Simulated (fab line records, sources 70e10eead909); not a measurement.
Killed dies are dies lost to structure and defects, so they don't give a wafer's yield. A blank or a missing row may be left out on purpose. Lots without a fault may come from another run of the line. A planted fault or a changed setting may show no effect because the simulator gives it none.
fab line records | flow nand_harc
record lots=12 wafers=36 last_day=33
route steps=1302 shown A_SLIT@924 A_WL_FILL@953 END@1302
lots that met no fault: from a run of the same line without faults
start_h: hours from the record's first day to the start of the lot's first wafer shown | wait_h: hours since the lot's step before | " the same as in the row above | L1.1+2: a row that stands for several wafers | - no value, or no start given | * or withheld: withheld | < > ~ a bound
route shown NAME@n: a module of which the file shows steps, and the number in the route of the first | usual: mean/standard deviation of fault-free wafers | same: alike in all rows | chamber/n: place in a boat | sites: the reading at each site | _std_site: their standard deviation | _edge_site: outer sites' mean less inner sites' | radius_mm: how far each site lies from the wafer's centre | mask NAME#n: copy n | behind: the tool/chamber that last shaped the wafer | hold: why the lot was held/for how many hours/how that ended | device: the transistor (n, p or np) that didn't switch | end of line: the same wafers' tests at the end of the route | a step without rows: its recipe alone | killed: dies lost to structure and defects at the first sort, not the wafer's yield | map: a wafer's dies, x killed, . not, _ none there
set.NAME: the setting as run; set.NAME@STEP: as run at that earlier step | model.NAME: the simulator's own value behind a step, which no gauge read
steps of the route over a sample of lots; a table a step, a row a wafer
services: from which hour (start_h, from the record's first day; less than 0 if before it) a tool's chamber was out of use, for how many hours, and why
## steps
# step NHARC_A_SLIT_DEP_23
# recipe target_thk_a=1000 target_thk_nm=100 temp_c=400 pressure_torr=3.5 flow_sccm=200 rf_w=350 material=SiON
# usual heater_power_w=777/90 susceptor_temp_C=399.99/0.24
# columns lot.wafer tool chamber start_h wait_h heater_power_w susceptor_temp_C
L101.2 pecvd-01 2 461.11 2.5 737 400.25
L101.3 " 0 " " 730 400.26
L101.5 " 1 " " 775 399.67
L102.3 pecvd-01 2 468.44 2.0 754 399.95
L102.5 " 1 " " 709 400.21
L102.6 " 0 " " 771 399.84
L105.1 pecvd-01 2 514.68 3.2 812 400.04
L105.6 " 0 " " 779 400.37
L105.4 " 1 " " 805 400.08
L107.1 pecvd-04 1 520.95 3.2 734 399.81
L107.2 " 2 " " 972 399.96
L107.3 " 0 " " 767 399.65
L108.3 pecvd-01 1 523.22 1.9 701 399.93
L108.1 " 2 " " 737 400.16
L108.6 " 0 " " 713 399.73
L106.2 pecvd-03 0 524.63 2.6 899 400.00
L106.6 " 1 " " 512 399.96
L106.4 " 0 " " 876 400.18
L116.1 pecvd-01 0 602.60 3.2 660 399.98
L116.5 " 1 " " 782 400.09
L116.4 " 0 " " 654 399.86
L115.2 pecvd-01 1 603.06 2.5 740 400.33
L115.3 " 2 " " 651 399.88
L115.1 " 0 " " 778 400.20
L117.2 pecvd-01 0 639.34 2.6 759 399.88
L117.4 " 1 " " 745 400.07
L117.5 " 2 " " 781 400.31
L119.2 pecvd-03 1 649.08 2.6 659 400.07
L119.1 " 2 " " 819 399.90
L119.5 " 1 " " 659 400.24
L123.1 pecvd-01 0 671.82 3.1 744 400.01
L123.3 " 2 " " 810 400.40
L123.6 " 2 " " 805 400.27
L122.3 pecvd-04 2 678.13 1.9 811 399.62
L122.5 " 1 " " 734 399.73
L122.6 " 2 " " 817 399.98
# step NHARC_A_WL_FILL_RTA_01
# recipe temp_c=1000 time_s=5
# usual lamp_power_pct=27.4/0.31 lamp_zone_1_pct=27.4/0.31 lamp_zone_2_pct=27.4/0.3 lamp_zone_3_pct=27.4/0.3 lamp_zone_4_pct=27.4/0.31 lamp_zone_5_pct=27.4/0.31 lamp_zone_6_pct=27.3/0.3 lamp_zone_7_pct=27.8/0.31 wafer_temp_C_max=1007.7/1.5
# columns lot.wafer tool chamber start_h wait_h lamp_power_pct lamp_zone_1_pct lamp_zone_2_pct lamp_zone_3_pct lamp_zone_4_pct lamp_zone_5_pct lamp_zone_6_pct lamp_zone_7_pct wafer_temp_C_max
L101.2 rtp_anneal-02 0 475.72 - 27.1 27.1 27.1 27.1 27.1 27.0 27.0 27.5 1009.1
L101.3 " 0 " " 27.1 27.1 27.1 27.1 27.1 27.1 27.0 27.5 1010.4
L101.5 " 0 " " 27.1 27.0 27.1 27.1 27.1 27.1 27.0 27.6 1007.0
L102.3 rtp_anneal-01 0 482.72 - 27.7 27.6 27.7 27.7 27.7 27.7 27.6 28.2 1008.5
L102.5 " 0 " " 27.7 27.7 27.7 27.7 27.7 27.7 27.6 28.1 1006.4
L102.6 " 0 " " 27.7 27.6 27.7 27.7 27.7 27.7 27.6 28.1 1008.1
L105.1 rtp_anneal-01 0 528.79 0.4 27.7 27.7 27.7 27.7 27.7 27.7 27.7 28.2 1007.8
L105.4 " 0 " " 27.7 27.7 27.7 27.7 27.7 27.7 27.7 28.2 1008.6
L105.6 " 0 " " 27.7 27.7 27.7 27.7 27.7 27.7 27.7 28.1 1007.6
L107.1 rtp_anneal-01 0 536.25 - 27.7 27.7 27.7 27.8 27.8 27.7 27.6 28.2 1008.8
L107.2 " 0 " " 27.7 27.7 27.7 27.8 27.7 27.7 27.7 28.2 1006.7
L107.3 " 0 " " 27.7 27.7 27.8 27.7 27.7 27.7 27.6 28.2 1008.4
L108.1 rtp_anneal-02 0 540.80 - 24.4 24.4 24.3 24.4 24.4 24.3 24.3 24.8 970.1
L108.3 " 0 " " 24.4 24.4 24.4 24.4 24.4 24.4 24.3 24.9 969.0
L108.6 " 0 " " 24.4 24.3 24.4 24.3 24.4 24.4 24.3 24.8 968.5
L106.2 rtp_anneal-02 0 541.59 - 24.4 24.4 24.4 24.4 24.4 24.4 24.3 24.8 969.7
L106.4 " 0 " " 24.4 24.4 24.4 24.4 24.3 24.4 24.3 24.9 971.8
L106.6 " 0 " " 24.4 24.4 24.4 24.4 24.4 24.4 24.3 24.8 972.6
L116.1 rtp_anneal-02 0 616.62 - 27.2 27.2 27.1 27.1 27.1 27.1 27.1 27.6 1006.8
L116.4 " 0 " " 27.1 27.2 27.2 27.1 27.1 27.1 27.1 27.5 1007.1
L116.5 " 0 " " 27.1 27.1 27.1 27.1 27.1 27.2 27.1 27.6 1006.8
L115.1 rtp_anneal-02 0 620.65 - 27.1 27.1 27.1 27.1 27.1 27.1 27.0 27.6 1009.8
L115.2 " 0 " " 27.1 27.2 27.1 27.1 27.1 27.1 27.1 27.5 1007.5
L115.3 " 0 " " 27.1 27.1 27.1 27.1 27.2 27.1 27.1 27.6 1007.6
L117.2 rtp_anneal-01 0 656.96 - 27.7 27.8 27.8 27.7 27.8 27.8 27.7 28.2 1009.8
L117.4 " 0 " " 27.7 27.7 27.7 27.7 27.7 27.7 27.7 28.2 1009.7
L117.5 " 0 " " 27.7 27.7 27.7 27.7 27.7 27.7 27.6 28.2 1007.5
L119.1 rtp_anneal-02 0 667.99 - 27.1 27.1 27.1 27.1 27.1 27.1 27.1 27.5 1007.2
L119.2 " 0 " " 27.1 27.1 27.2 27.1 27.1 27.1 27.1 27.5 1008.1
L119.5 " 0 " " 27.1 27.1 27.1 27.1 27.1 27.1 27.0 27.6 1005.8
L123.1 rtp_anneal-02 0 685.95 - 27.2 27.1 27.1 27.1 27.1 27.1 27.1 27.6 1005.9
L123.3 " 0 " " 27.1 27.1 27.1 27.0 27.1 27.1 27.0 27.5 1009.0
L123.6 " 0 " " 27.1 27.1 27.1 27.1 27.1 27.1 27.0 27.6 1006.8
L122.3 rtp_anneal-01 0 692.25 - 27.7 27.7 27.7 27.8 27.7 27.7 27.6 28.1 1005.8
L122.5 " 0 " " 27.7 27.8 27.7 27.7 27.8 27.8 27.7 28.2 1007.1
L122.6 " 0 " " 27.8 27.7 27.7 27.7 27.7 27.8 27.7 28.2 1005.5
# step NHARC_A_WL_FILL_STRIP_27
# recipe power_w=1500 temp_c=250 time_s=20 chemistry=N2/H2
# usual drypump_motor_current_A=5.9/0.75 heater_power_w=332/37
# columns lot.wafer tool chamber start_h wait_h drypump_motor_current_A heater_power_w rf_hours_counter_h
L101.2 plasma_asher-02 0 477.10 0.1 6.3 317 11
L101.3 " 1 " " 4.7 379 -
L101.5 " 0 " " 6.3 325 -
L102.3 plasma_asher-02 0 484.14 0.2 6.3 307 -
L102.6 " 1 " " 4.7 376 -
L102.5 " 0 " " 6.3 309 -
L105.1 plasma_asher-01 1 530.21 0.1 6.2 347 0
L105.4 " 0 " " 6.6 280 -
L105.6 " 0 " " 6.6 278 -
L107.1 plasma_asher-01 1 537.66 0.1 6.3 356 1
L107.2 " 0 " " 6.6 283 1
L107.3 " 0 " " 6.6 286 -
L108.1 plasma_asher-01 1 542.76 0.6 6.3 357 4
L108.3 " 1 " " 6.3 357 -
L108.6 " 0 " " 6.6 290 -
L106.2 plasma_asher-01 0 542.96 0.1 6.6 275 4
L106.4 " 1 " " 6.3 364 -
L106.6 " 1 " " 6.3 350 -
L116.1 plasma_asher-02 0 618.20 0.1 6.3 297 1
L116.4 " 1 " " 4.7 373 -
L116.5 " 0 " " 6.3 309 -
L115.1 plasma_asher-02 0 622.33 0.1 6.3 301 2
L115.2 " 1 " " 4.7 379 2
L115.3 " 1 " " 4.7 374 -
L117.2 plasma_asher-01 1 658.61 0.2 6.2 359 29
L117.4 " 1 " " 6.2 365 -
L117.5 " 0 " " 6.6 290 -
L119.1 plasma_asher-01 0 669.40 0.1 6.5 277 32
L119.2 " 1 " " 6.3 359 32
L119.5 " 0 " " 6.5 288 -
L123.1 plasma_asher-02 0 687.38 0.1 6.3 305 16
L123.3 " 0 " " 6.3 303 -
L123.6 " 0 " " 6.3 306 -
L122.3 plasma_asher-02 0 693.66 0.1 6.3 298 -
L122.5 " 0 " " 6.3 316 -
L122.6 " 1 " " 4.7 379 -
# step NHARC_A_WL_FILL_ALD_10
# recipe target_thk_a=500 pulse_time_s=10 ald_cycles=500 temp_c=300 material=SiO2
# usual heater_power_w=476/58 precursor_pulse_height_rel=1.002/0.02 susceptor_temp_C=300.00/0.19
# columns lot.wafer tool chamber start_h wait_h heater_power_w precursor_pulse_height_rel susceptor_temp_C
L101.3 ald_hk-02 3 488.34 3.8 495 1.009 300.09
L101.2 " 0 " " 447 0.993 299.96
L101.5 " 1 " " 414 0.985 299.96
L102.3 ald_hk-02 3 490.62 1.4 485 1.015 300.02
L102.6 " 3 492.69 3.4 492 1.008 300.12
L102.5 " 0 " " 461 0.988 300.07
L105.1 ald_hk-01 3 532.92 0.1 461 0.996 300.12
L105.4 " 0 " " 542 1.014 299.75
L105.6 " 3 534.98 2.1 478 1.032 299.97
L107.3 ald_hk-01 2 544.01 0.1 443 1.009 300.21
L107.2 " 0 545.02 1.1 538 1.050 299.84
L107.1 " 1 " " 440 1.013 300.11
L108.1 ald_hk-01 0 548.54 0.6 557 1.007 300.18
L108.3 " 2 549.57 1.6 442 0.997 299.86
L108.6 " 3 " " 467 0.962 300.18
L106.4 ald_hk-04 2 548.85 0.9 651 0.981 300.12
L106.2 " 1 550.37 2.4 521 1.018 299.88
L106.6 " 3 551.39 3.4 446 0.991 299.97
L115.2 ald_hk-02 2 625.25 0.1 415 1.002 300.26
L115.3 " 3 " " 502 0.972 300.15
L115.1 " 1 626.79 1.6 409 0.990 299.75
L116.1 ald_hk-04 3 625.26 0.1 436 1.008 300.16
L116.4 " 1 627.30 2.1 502 1.008 299.98
L116.5 " 3 629.35 4.1 428 1.023 299.94
L117.4 ald_hk-04 2 665.13 1.2 581 1.031 300.02
L117.2 " 3 " " 438 1.015 300.11
L117.5 " 1 666.68 2.7 509 1.010 299.70
L119.1 ald_hk-04 1 675.57 1.1 497 1.022 299.87
L119.2 " 2 " " 583 0.987 300.24
L119.5 " 3 " " 455 1.040 299.59
L123.3 ald_hk-01 1 693.94 0.1 431 0.998 300.10
L123.1 " 3 694.96 1.1 495 0.979 300.14
L123.6 " 2 696.50 2.6 457 0.996 300.03
L122.3 ald_hk-02 1 700.56 0.6 403 0.979 299.91
L122.6 " 0 702.12 2.1 447 0.982 299.93
L122.5 " 1 " " 401 1.029 299.76
# step NHARC_END_SORT_01
# recipe temp_c=25
# usual killed_at_array=53/19 killed_at_other=0.8/1.2 killed_at_periphery=3.7/2.3 killed_dies=57/19 killed_open=3.2/1.7 killed_short=2.6/1.8
# same gross_dies=677
# columns lot.wafer tool chamber start_h wait_h killed_at_array killed_at_other killed_at_periphery killed_dies killed_open killed_short
L116.1 prober-01 0 716.64 2.5 51 1 3 55 3 1
L116.4 prober-01 0 719.04 3.4 59 2 3 64 2 1
L116.5 prober-01 0 719.85 3.7 62 0 4 66 3 5
L117.2 prober-02 0 767.07 2.8 41 0 6 47 4 1
L117.4 prober-02 0 768.71 3.5 29 0 4 33 3 0
L117.5 prober-02 0 769.52 3.8 40 2 7 49 1 4
L119.1 prober-01 0 771.43 2.5 35 1 6 42 2 5
L119.2 prober-01 0 772.23 2.8 29 1 7 37 4 1
L119.5 prober-01 0 774.62 3.7 31 5 10 46 4 2
# killed by level:class
L116.1 A_SLIT:chamber_film_flake=22 A_CHANNEL_HOLE_D2:chamber_film_flake=17 A_CONTACT:chamber_film_flake=3 A_M0:chamber_film_flake=2 P_CONTACT:geometric_particle:open=1 A_ONON_D1:geometric_particle:open=1 A_CHANNEL_FILL_D2:geometric_particle:open=1 A_WL_FILL:geometric_particle:short=1
L116.4 A_SLIT:chamber_film_flake=34 A_CHANNEL_HOLE_D2:chamber_film_flake=13 P_STI:chamber_film_flake=2 THIN_TSV:chamber_film_flake=2 A_CHANNEL_HOLE_D1:chamber_film_flake=2 A_STAIRCASE:chamber_film_flake=2 A_CONTACT:chamber_film_flake=2 A_ONON_D1:geometric_particle:short=1
L116.5 A_SLIT:chamber_film_flake=33 A_CHANNEL_HOLE_D2:chamber_film_flake=11 A_SGD_CUT:geometric_particle:short=2 A_CHANNEL_HOLE_D1:chamber_film_flake=2 A_DECK1_JOINT:chamber_film_flake=2 A_CHANNEL_FILL_D2:chamber_film_flake=2 A_STAIRCASE:chamber_film_flake=2 A_CONTACT:chamber_film_flake=2
L117.2 A_CHANNEL_HOLE_D1:chamber_film_flake=17 A_CONTACT:chamber_film_flake=10 A_SLIT:chamber_film_flake=5 A_STAIRCASE:chamber_film_flake=4 A_M0:geometric_particle:open=2 P_BONDPAD:chamber_film_flake=2 P_CONTACT:geometric_particle:open=1 A_ONON_D2:geometric_particle:open=1
L117.4 A_CHANNEL_HOLE_D1:chamber_film_flake=12 A_CONTACT:chamber_film_flake=9 P_STI:chamber_film_flake=2 A_SLIT:chamber_film_flake=2 A_STAIRCASE:chamber_film_flake=2 A_WL_FILL:chamber_film_flake=2 P_GATE:geometric_particle:open=1 P_M0:geometric_particle:open=1
L117.5 A_CHANNEL_HOLE_D1:chamber_film_flake=16 A_CONTACT:chamber_film_flake=9 A_STAIRCASE:chamber_film_flake=7 P_BONDPAD:chamber_film_flake=4 A_SLIT:chamber_film_flake=4 P_STI:chamber_film_flake=2 P_M1:geometric_particle:short=1 A_ONON_D2:geometric_particle:open=1
L119.1 A_STAIRCASE:chamber_film_flake=10 A_CHANNEL_HOLE_D1:chamber_film_flake=7 A_SLIT:chamber_film_flake=6 A_CONTACT:chamber_film_flake=4 P_CONTACT:chamber_film_flake=2 P_M2:chamber_film_flake=2 A_CHANNEL_HOLE_D2:chamber_film_flake=2 P_M1:geometric_particle:short=1
L119.2 A_CHANNEL_HOLE_D1:chamber_film_flake=8 A_SLIT:chamber_film_flake=6 A_CONTACT:chamber_film_flake=5 A_STAIRCASE:chamber_film_flake=4 P_CONTACT:chamber_film_flake=3 A_CHANNEL_HOLE_D2:chamber_film_flake=2 P_M0:geometric_particle:open=1 A_CHANNEL_FILL_D1:geometric_particle:short=1
L119.5 A_CHANNEL_HOLE_D1:chamber_film_flake=7 A_STAIRCASE:chamber_film_flake=7 P_M2:chamber_film_flake=6 A_CHANNEL_HOLE_D2:chamber_film_flake=5 THIN_TSV:chamber_film_flake=5 A_SLIT:chamber_film_flake=4 P_CONTACT:chamber_film_flake=3 A_WL_FILL:chamber_film_flake=2
## services
# columns tool chamber start_h hours kind
pecvd-04 - 450.48 13.0 pm
ald_hk-04 - 458.68 1.5 repair
plasma_asher-02 - 470.34 0.4 repair
ald_hk-01 - 479.63 10.0 pm
pecvd-01 - 492.18 13.0 pm
pecvd-01 - 509.13 1.8 repair
ald_hk-04 - 514.02 1.6 repair
plasma_asher-01 - 519.72 9.0 pm
ald_hk-02 - 530.98 10.0 pm
ald_hk-01 - 538.89 1.6 repair
pecvd-01 - 553.19 1.6 repair
plasma_asher-02 - 553.89 8.4 repair
ald_hk-01 - 555.87 1.5 repair
pecvd-01 2 570.42 13.7 repair
pecvd-01 - 574.51 2.9 repair
ald_hk-01 - 594.06 1.3 repair
plasma_asher-02 - 603.00 9.0 pm
ald_hk-04 - 610.79 10.0 pm
pecvd-01 - 621.71 1.0 repair
ald_hk-04 - 637.95 1.4 repair
ald_hk-02 - 652.60 0.6 repair
ald_hk-01 - 658.28 10.0 pm
pecvd-01 - 673.18 13.0 pm
plasma_asher-01 - 696.72 9.0 pm
## key
first_sign step=NHARC_A_WL_FILL_RTA_01 reading=wafer_temp_C_max direction=down sigmas=26 usual=* struck=*
effect step=NHARC_A_WL_FILL_RTA_01 reading=lamp_zone_2_pct direction=down sigmas=10 usual=27.4 struck=24.4
met_at NHARC_A_WL_FILL_RTA_01
struck_lots L106,L108
tester_left_out L106,L108
not_acting_at NHARC_A_SLIT_DEP_23,NHARC_A_WL_FILL_STRIP_27,NHARC_A_WL_FILL_ALD_10
onset_between 475.72 540.80
fault kind=process_parameter_drift tool=rtp_anneal-02 chamber=- onset_h=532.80 steps=NHARC_A_WL_FILL_RTA_01 channel=temp_c offset=* shape=step end_h=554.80 acts_in=* stated=*
# tester_left_out: of these lots the tester's yield and bins aren't shown, on N5 and GAA mostly nor the transistor test; their killed dies are dies lost to structure and defects alone, not to doping, threshold or leakage, so they don't give the yield
